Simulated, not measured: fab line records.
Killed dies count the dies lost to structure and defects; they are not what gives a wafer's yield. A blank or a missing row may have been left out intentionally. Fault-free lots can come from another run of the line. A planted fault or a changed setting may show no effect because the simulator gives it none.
Which tool is to blame? + flow n5_finfet + route of 1938 steps, sampled at 1 step: 10 lots, 30 wafers

== WHAT EACH GAUGE READ, for each wafer ==
N5_BEOL_M4_CD_MEAS_18: pitch 36 nm, target cd 18 nm.
| lot  | measured     | on        | cd_nm (nm)     |
|------|--------------|-----------|----------------|
| L819 | day 7 16:30  | cd_sem-01 | 18.0 18.1 18.5 |
| L820 | day 8 07:06  | cd_sem-03 | 18.2 18.2 18.3 |
| L829 | day 10 14:43 | cd_sem-02 | 17.9 18.6 18.3 |
| L830 | day 10 17:07 | cd_sem-01 | 18.0 17.7 17.8 |
| L831 | day 10 17:19 | cd_sem-01 | 18.3 17.6 17.4 |
| L832 | day 11 00:46 | cd_sem-02 | 18.1 18.6 18.3 |
| L836 | day 11 21:10 | cd_sem-02 | 17.7 18.2 18.5 |
| L835 | day 11 22:32 | cd_sem-01 | 18.1 18.3 17.8 |
| L840 | day 12 23:56 | cd_sem-01 | 17.5 18.1 17.9 |
| L841 | day 13 00:07 | cd_sem-02 | 17.6 18.1 17.7 |

== EACH LOT AND THE TOOL THAT RAN IT (in order: tool; ch and the chambers of the sampled wafers; start) ==
The record shows no process step preceding these readings.

== THE ANSWER, worked out from the rows above alone ==
Rule: usual is defined by the lots themselves. Put in order of their means at a reading, lots are off if they are a third of the lots or fewer, leave a main group of 4 or more, and stand apart from it by a gap of 3 or more times the standard deviation of the main group's means; of several such gaps the widest counts. The tables above print the reading to a certain number of digits; a main group whose means all agree to those digits is not used. Also off: a lot with no number at a reading for which 4 or more lots have one. Any other lot the step has rows for is counted as sound.
Nothing can be told from this: no lot is off at any reading shown.

== WHAT THE SIMULATOR HAD PUT IN ==
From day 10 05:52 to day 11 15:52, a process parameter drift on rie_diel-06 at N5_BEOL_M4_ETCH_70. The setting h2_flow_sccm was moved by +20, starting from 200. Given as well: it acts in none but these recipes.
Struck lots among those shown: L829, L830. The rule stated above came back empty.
